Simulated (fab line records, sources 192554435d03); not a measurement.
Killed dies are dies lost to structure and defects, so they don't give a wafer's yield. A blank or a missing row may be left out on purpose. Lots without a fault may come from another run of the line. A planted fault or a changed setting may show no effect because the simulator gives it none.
fab line records | flow n5_finfet | part 2 of 2: steps 5 to 6 of 6
record lots=21 wafers=63 last_day=18
route steps=1938 shown BEOL_M0_SAQP@654
lots that met no fault: from a run of the same line without faults
start_h: hours from the record's first day to the start of the lot's first wafer shown | wait_h: hours since the lot's step before | " the same as in the row above | L1.1+2: a row that stands for several wafers | - no value, or no start given | * or withheld: withheld | < > ~ a bound
route shown NAME@n: a module of which the file shows steps, and the number in the route of the first | usual: mean/standard deviation of fault-free wafers | same: alike in all rows | chamber/n: place in a boat | sites: the reading at each site | _std_site: their standard deviation | _edge_site: outer sites' mean less inner sites' | radius_mm: how far each site lies from the wafer's centre | mask NAME#n: copy n | behind: the tool/chamber that last shaped the wafer | hold: why the lot was held/for how many hours/how that ended | device: the transistor (n, p or np) that didn't switch | end of line: the same wafers' tests at the end of the route | a step without rows: its recipe alone | killed: dies lost to structure and defects at the first sort, not the wafer's yield | map: a wafer's dies, x killed, . not, _ none there
set.NAME: the setting as run; set.NAME@STEP: as run at that earlier step | model.NAME: the simulator's own value behind a step, which no gauge read
steps of the route over a sample of lots; a table a step, a row a wafer
services: from which hour (start_h, from the record's first day; less than 0 if before it) a tool's chamber was out of use, for how many hours, and why
## steps
# step N5_BEOL_M0_SAQP_CD_MEAS_29
# recipe target_cd_nm=14.4 landing_energy_ev=1000 detector=se_inlens
# usual cd_nm=14.99/0.2
# columns lot.wafer tool chamber start_h wait_h cd_nm
L074.4 cd_sem-02 0 114.79 0.1 15.01
L074.5 " 0 " " 14.76
L074.6 " 0 " " 15.02
L076.2 cd_sem-01 0 124.08 0.1 14.71
L076.3 " 0 " " 14.81
L076.6 " 0 " " 14.89
L077.1 cd_sem-02 0 131.06 0.1 15.16
L077.2 " 0 " " 15.05
L077.4 " 0 " " 14.72
L078.1 cd_sem-02 0 145.04 0.1 14.77
L078.2 " 0 " " 14.89
L078.4 " 0 " " 14.95
L079.1 cd_sem-02 0 147.86 0.1 15.31
L079.4 " 0 " " 14.95
L079.5 " 0 " " 14.63
L080.2 cd_sem-01 0 152.80 0.1 14.92
L080.4 " 0 " " 14.89
L080.5 " 0 " " 15.38
L081.3 cd_sem-02 0 155.50 0.1 14.98
L081.5 " 0 " " 14.94
L081.6 " 0 " " 14.57
L082.2 cd_sem-02 0 166.14 0.1 15.13
L082.3 " 0 " " 14.91
L082.6 " 0 " " 15.30
L083.3 cd_sem-01 0 176.44 0.1 14.92
L083.4 " 0 " " 15.10
L083.5 " 0 " " 15.14
L084.4 cd_sem-02 0 182.82 0.1 15.06
L084.5 " 0 " " 15.03
L084.6 " 0 " " 14.98
L085.3 cd_sem-02 0 185.04 0.1 14.83
L085.5 " 0 " " 15.16
L085.6 " 0 " " 14.72
L086.1 cd_sem-01 0 185.74 0.1 15.14
L086.3 " 0 " " 14.78
L086.5 " 0 " " 14.94
L088.2 cd_sem-03 0 198.59 0.1 15.13
L088.3 " 0 " " 15.41
L088.6 " 0 " " 15.44
L087.1 cd_sem-01 0 205.57 0.1 15.26
L087.3 " 0 " " 15.11
L087.4 " 0 " " 14.86
L089.1 cd_sem-03 0 210.53 0.1 15.44
L089.2 " 0 " " 14.80
L089.4 " 0 " " 14.87
L090.3 cd_sem-02 0 213.10 0.1 15.38
L090.4 " 0 " " 15.19
L090.5 " 0 " " 15.22
L091.1 cd_sem-01 0 216.55 0.1 15.21
L091.3 " 0 " " 15.55
L091.6 " 0 " " 15.21
L092.3 cd_sem-03 0 227.90 0.1 15.30
L092.4 " 0 " " 15.36
L092.5 " 0 " " 14.91
L094.1 cd_sem-01 0 241.36 0.1 14.82
L094.5 " 0 " " 15.15
L094.6 " 0 " " 14.96
L096.1 cd_sem-01 0 246.73 0.1 15.12
L096.3 " 0 " " 14.67
L096.6 " 0 " " 15.17
L097.1 cd_sem-03 0 250.25 0.1 15.08
L097.2 " 0 " " 14.62
L097.4 " 0 " " 14.83
# step N5_BEOL_M0_SAQP_ETCH_73
# recipe chemistry=CF4 target=SiARC target_depth_a=195 mask_material=CAR-EUV time_s=32.5 ion_energy_ev=80 pressure_mtorr=40 source_w=545 bias_w=36 Ar_flow_sccm=100 cf4_flow_sccm=100 ends=cleared
# usual drypump_motor_current_A=5.7/0.39 etch_rf_on_time_s=32.6/0.79 oes_product_au=0.65/0.057 rf_vpp_V=184.4/1.1 showerhead_plenum_p_Torr=2.17/0.063 throttle_valve_pct=15.66/0.2
# columns lot.wafer tool chamber start_h wait_h drypump_motor_current_A etch_rf_on_time_s oes_product_au rf_hours_counter_h rf_vpp_V showerhead_plenum_p_Torr throttle_valve_pct
L074.4 rie_diel-02 1 115.48 0.0 6.0 32.0 0.68 125 184.5 2.15 15.23
L074.5 " 2 " " 5.1 33.4 0.64 - 185.2 2.24 15.86
L074.6 " 1 " " 6.0 32.3 0.67 - 183.3 2.15 15.23
L076.2 rie_diel-06 0 124.68 0.0 5.3 33.1 0.74 40 184.8 2.18 15.42
L076.3 " 1 " " 5.8 33.9 0.61 211 185.6 2.21 15.85
L076.6 " 2 " " 6.1 32.1 0.66 - 185.6 2.24 15.78
L077.1 rie_diel-02 0 131.54 0.0 6.6 32.0 0.61 204 182.6 2.03 15.70
L077.2 " 1 " " 6.0 31.4 0.69 128 183.4 2.15 15.23
L077.4 " 2 " " 5.1 32.9 0.64 137 185.0 2.24 15.88
L078.1 rie_diel-03 3 145.53 0.0 5.6 32.6 0.63 179 182.6 2.13 15.68
L078.2 " 0 " " 5.3 33.7 0.67 128 184.8 2.24 15.60
L078.4 " 1 " " 5.5 33.5 0.60 221 184.5 2.13 15.81
L079.1 rie_diel-02 2 148.48 0.0 5.1 33.3 0.65 142 184.5 2.24 15.90
L079.4 " 1 " " 6.0 32.1 0.66 133 184.3 2.15 15.24
L079.5 " 0 " " 6.6 32.7 0.60 - 180.9 2.03 15.71
L080.2 rie_diel-03 2 153.29 0.0 5.8 33.0 0.59 240 183.4 2.11 15.83
L080.4 " 3 " " 5.6 32.2 0.64 182 184.4 2.13 15.69
L080.5 " 2 " " 5.8 32.7 0.60 - 182.4 2.11 15.82
L081.3 rie_diel-02 3 156.09 0.0 5.6 31.7 0.61 216 184.6 2.21 15.58
L081.5 " 1 " " 6.0 32.0 0.66 - 185.8 2.15 15.23
L081.6 " 2 " " 5.1 33.8 0.63 - 185.1 2.23 15.92
L082.2 rie_diel-06 0 166.74 0.0 5.3 32.7 0.74 50 185.1 2.18 15.41
L082.3 " 1 " " 5.7 33.4 0.61 222 184.2 2.21 15.87
L082.6 " 0 " " 5.3 32.4 0.74 - 183.7 2.18 15.42
L083.3 rie_diel-02 3 177.41 0.0 5.5 31.8 0.61 223 186.7 2.21 15.62
L083.4 " 0 " " 6.6 32.4 0.60 216 181.7 2.03 15.72
L083.5 " 0 " " 6.6 32.5 0.60 - 183.5 2.03 15.74
L084.4 rie_diel-03 3 183.43 0.0 5.6 32.0 0.64 191 183.2 2.12 15.71
L084.5 " 2 " " 5.8 32.6 0.59 - 184.4 2.10 15.84
L084.6 " 3 " " 5.5 31.6 0.64 - 183.6 2.12 15.70
L085.3 rie_diel-06 1 185.64 0.0 5.7 33.9 0.60 226 185.3 2.21 15.87
L085.5 " 0 " " 5.4 32.8 0.73 - 185.5 2.17 15.44
L085.6 " 1 " " 5.7 33.8 0.60 - 185.8 2.21 15.89
L086.1 rie_diel-02 1 186.35 0.0 6.0 31.9 0.66 144 183.8 2.14 15.26
L086.3 " 3 " " 5.6 31.5 0.61 225 184.8 2.21 15.60
L086.5 " 2 " " 5.1 33.3 0.64 - 183.8 2.23 15.91
L088.2 rie_diel-06 0 199.08 0.0 5.4 32.5 0.73 58 183.4 2.17 15.43
L088.3 " 2 " " 6.1 32.1 0.66 149 185.4 2.23 15.82
L088.6 " 3 " " 5.7 31.6 0.62 - 183.6 2.20 15.84
L087.1 rie_diel-03 3 206.17 0.0 5.6 31.7 0.63 201 184.6 2.12 15.73
L087.3 " 0 " " 5.3 33.7 0.66 149 184.5 2.24 15.63
L087.4 " 0 " " 5.3 33.3 0.66 - 183.8 2.24 15.64
L089.1 rie_diel-06 3 212.15 0.0 5.7 32.0 0.61 233 183.7 2.20 15.85
L089.2 " 0 " " 5.4 32.9 0.72 63 182.6 2.17 15.44
L089.4 " 0 " " 5.4 32.9 0.72 - 185.6 2.17 15.45
L090.3 rie_diel-02 0 213.58 0.0 6.6 33.2 0.59 227 183.2 2.02 15.74
L090.4 " 2 " " 5.1 33.7 0.62 161 183.6 2.23 15.94
L090.5 " 3 " " 5.6 31.8 0.61 - 182.8 2.20 15.62
L091.1 rie_diel-06 3 217.24 0.0 5.7 31.5 0.61 236 185.4 2.20 15.84
L091.3 " 0 " " 5.3 33.2 0.71 65 184.1 2.17 15.45
L091.6 " 2 " " 6.1 31.4 0.65 - 183.1 2.23 15.83
L092.3 rie_diel-03 0 228.38 0.0 5.3 34.4 0.63 159 185.0 2.23 15.67
L092.4 " 2 " " 5.8 32.4 0.83 - 182.0 2.10 15.34
L092.5 " 0 " " 5.3 34.4 0.64 - 184.6 2.23 15.67
L094.1 rie_diel-03 2 241.84 0.0 5.8 32.0 0.81 9 184.3 2.10 15.35
L094.5 " 0 " " 5.3 33.7 0.65 - 185.0 2.23 15.68
L094.6 " 2 " " 5.8 32.2 0.81 - 185.3 2.10 15.37
L096.1 rie_diel-06 2 247.21 0.0 6.0 32.0 0.63 167 186.0 2.23 15.86
L096.3 " 1 " " 5.7 33.8 0.59 230 184.8 2.20 15.89
L096.6 " 0 " " 5.3 33.3 0.70 - 184.5 2.17 15.48
L097.1 rie_diel-03 3 250.73 0.0 5.5 32.4 0.62 220 184.7 2.11 15.75
L097.2 " 0 " " 5.3 33.5 0.64 169 184.8 2.23 15.68
L097.4 " 2 " " 5.8 31.9 0.80 13 184.8 2.10 15.38
## services
# columns tool chamber start_h hours kind
rie_diel-02 - 93.02 4.3 pm
rie_diel-06 3 122.88 4.4 repair
rie_diel-03 2 185.59 - clean
rie_diel-03 2 185.59 - consumable_replace:esc
rie_diel-03 2 185.59 - consumable_replace:focus_ring
rie_diel-03 2 185.59 32.6 scheduled_down
rie_diel-03 2 185.59 32.6 vent_cycle
rie_diel-06 2 205.55 5.7 repair
vapor_etch-02 - 212.88 0.3 repair
vapor_etch-02 - 216.02 2.8 pm
rie_diel-03 1 223.29 - clean
rie_diel-03 1 223.29 - consumable_replace:focus_ring
rie_diel-03 1 223.29 20.4 scheduled_down
rie_diel-03 1 223.29 20.4 vent_cycle
rie_diel-06 3 250.46 - clean
rie_diel-06 3 250.46 - consumable_replace:focus_ring
rie_diel-06 3 250.46 18.2 scheduled_down
rie_diel-06 3 250.46 18.2 vent_cycle
